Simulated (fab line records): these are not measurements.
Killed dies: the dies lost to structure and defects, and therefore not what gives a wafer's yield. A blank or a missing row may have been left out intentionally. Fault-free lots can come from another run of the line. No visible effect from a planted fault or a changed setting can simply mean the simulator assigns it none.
Matching of chambers | flow n5Finfet | 4 sister chambers for N5_SD_EPI_N_ETCH_16 on rieDiel-06
The step etches SiO2 in CHF3/O2, target depth 5 nm. 14 wafers are shown with their chamber, then 7 later ones without.

== EACH WAFER AND ITS CHAMBER ==
wafer  | chamber | drypumpMotorCurrentA (A) | oesProductAu (a.u.) | throttleValvePct (%)
L074.1 | 1       | 5.9                      | 0.71                | 19.24
L074.3 | 3       | 4.8                      | 0.72                | 19.20
L074.5 | 1       | 5.8                      | 0.71                | 19.23
L077.2 | 1       | 5.9                      | 0.70                | 19.23
L077.4 | 3       | 4.8                      | 0.71                | 19.20
L077.6 | 1       | 5.9                      | 0.70                | 19.27
L078.4 | 3       | 4.8                      | 0.70                | 19.20
L078.5 | 2       | 4.7                      | 0.68                | 19.12
L078.6 | 3       | 4.8                      | 0.70                | 19.20
L086.2 | 0       | 5.2                      | 0.92                | 18.57
L086.4 | 2       | 4.7                      | 0.68                | 19.14
L086.5 | 2       | 4.7                      | 0.68                | 19.13
L089.2 | 3       | 4.8                      | 0.70                | 19.26
L089.5 | 0       | 5.2                      | 0.92                | 18.57

SIGNATURES (averages over the wafers above)
reading              | chamber 0 | chamber 1 | chamber 2 | chamber 3 | scatter within a chamber
drypumpMotorCurrentA | 5.200     | 5.875     | 4.700     | 4.800     | 0.0274
oesProductAu         | 0.9200    | 0.7050    | 0.6800    | 0.7060    | 0.00648
throttleValvePct     | 18.5700   | 19.2425   | 19.1300   | 19.2120   | 0.0204
Rule: for each reading, subtract the chamber's mean from the wafer's reading, divide by that reading's scatter and square the result; add these up over the readings and take the root, which gives the wafer's distance from the chamber. The wafer belongs to the nearest chamber; if the next one is less than 2 further off, it can't be placed. The scatter: the root of (the sum of the squares of (reading less its chamber's mean) over the shown wafers, divided by (wafers less chambers)).

== WAFERS WITH NO CHAMBER GIVEN ==
wafer  | drypumpMotorCurrentA (A) | oesProductAu (a.u.) | throttleValvePct (%)
L089.6 | 4.9                      | 0.70                | 19.25
L091.2 | 4.8                      | 0.70                | 19.25
L091.5 | 4.7                      | 0.67                | 19.14
L091.6 | 5.8                      | 0.67                | 19.31
L094.2 | 4.8                      | 0.69                | 19.26
L094.3 | 5.9                      | 0.66                | 19.30
L094.5 | 5.2                      | 0.90                | 18.61

== THE CHAMBER EACH PASSED THROUGH ==
wafer  | from the rows above | in truth
L089.6 | 3                   | 3
L091.2 | 3                   | 3
L091.5 | 2                   | 2
L091.6 | 1                   | 1
L094.2 | 3                   | 3
L094.3 | 1                   | 1
L094.5 | 0                   | 0
7 of 7 placed correctly. Not placeable from these rows: 0. 0 placed wrongly.
